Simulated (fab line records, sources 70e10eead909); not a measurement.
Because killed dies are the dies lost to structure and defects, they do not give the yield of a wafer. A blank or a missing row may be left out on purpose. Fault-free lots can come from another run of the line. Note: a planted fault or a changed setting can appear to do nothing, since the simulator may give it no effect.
What tool caused it? || flow nand_harc || Sampling: 6 lots, 18 wafers, 3 of 1159 route steps

== WHAT THE GAUGES SHOWED, per wafer ==
NHARC_A_BONDPAD_THK_MEAS_20: measures by xrf.
{"lot": "L390", "measured": "day 18 20:43", "on": "film_metro-01", "thk_nm (nm)": "172.9 170.8 171.8"}
{"lot": "L389", "measured": "day 19 01:34", "on": "film_metro-02", "thk_nm (nm)": "170.3 168.3 168.6"}
{"lot": "L395", "measured": "day 20 03:40", "on": "film_metro-02", "thk_nm (nm)": "169.3 169.3 169.7"}
{"lot": "L406", "measured": "day 22 05:16", "on": "film_metro-01", "thk_nm (nm)": "171.8 168.9 170.8"}
{"lot": "L407", "measured": "day 23 01:42", "on": "film_metro-01", "thk_nm (nm)": "171.0 170.9 169.3"}
{"lot": "L408", "measured": "day 23 17:42", "on": "film_metro-02", "thk_nm (nm)": "171.1 169.0 168.8"}

== TOOL THAT RAN EACH LOT (tool first, then ch and the chambers of the sampled wafers, then the start) ==
{"lot": "L390", "NHARC_A_STAIRCASE_STRIP_295": "rie_diel-12 ch 0,2, day 11 23:05", "NHARC_A_BONDPAD_PVD_27": "pvd_sputter-01, day 18 20:43 or earlier"}
{"lot": "L389", "NHARC_A_STAIRCASE_STRIP_295": "rie_diel-12 ch 0,2,3, day 12 13:12", "NHARC_A_BONDPAD_PVD_27": "pvd_sputter-01, day 19 01:34 or earlier"}
{"lot": "L395", "NHARC_A_STAIRCASE_STRIP_295": "rie_diel-11 ch 2,3, day 13 11:16", "NHARC_A_BONDPAD_PVD_27": "pvd_sputter-01, day 20 03:40 or earlier"}
{"lot": "L406", "NHARC_A_STAIRCASE_STRIP_295": "rie_diel-05 ch 0,3, day 15 20:31", "NHARC_A_BONDPAD_PVD_27": "pvd_sputter-02, day 22 05:16 or earlier"}
{"lot": "L407", "NHARC_A_STAIRCASE_STRIP_295": "rie_diel-11 ch 0,1,2, day 17 02:37", "NHARC_A_BONDPAD_PVD_27": "pvd_sputter-01, day 23 01:42 or earlier"}
{"lot": "L408", "NHARC_A_STAIRCASE_STRIP_295": "rie_diel-11 ch 0,1,2, day 17 12:35", "NHARC_A_BONDPAD_PVD_27": "pvd_sputter-03, day 23 17:42 or earlier"}
- NHARC_A_STAIRCASE_STRIP_295: strips in O2.
- NHARC_A_BONDPAD_PVD_27: deposits Cu, target thk 30 nm, time 20.49 s.

== THE ANSWER, worked out from the rows above alone ==
Rule: what is usual is taken from the lots themselves. Put in order of their means at a reading, lots are off if they are a third of the lots or fewer, leave a main group of 4 or more, and stand apart from it by a gap of 3 or more times the standard deviation of the main group's means; of several such gaps the widest counts. A main group whose means are all the same, to the digits that the tables above print for the reading, isn't used. A lot without any number at a reading at which 4 lots or more have one is off too. All remaining lots with rows at the step are treated as sound.
None of the lots is off at any reading shown; this tells nothing.

== WHAT THE SIMULATOR HAD INSERTED ==
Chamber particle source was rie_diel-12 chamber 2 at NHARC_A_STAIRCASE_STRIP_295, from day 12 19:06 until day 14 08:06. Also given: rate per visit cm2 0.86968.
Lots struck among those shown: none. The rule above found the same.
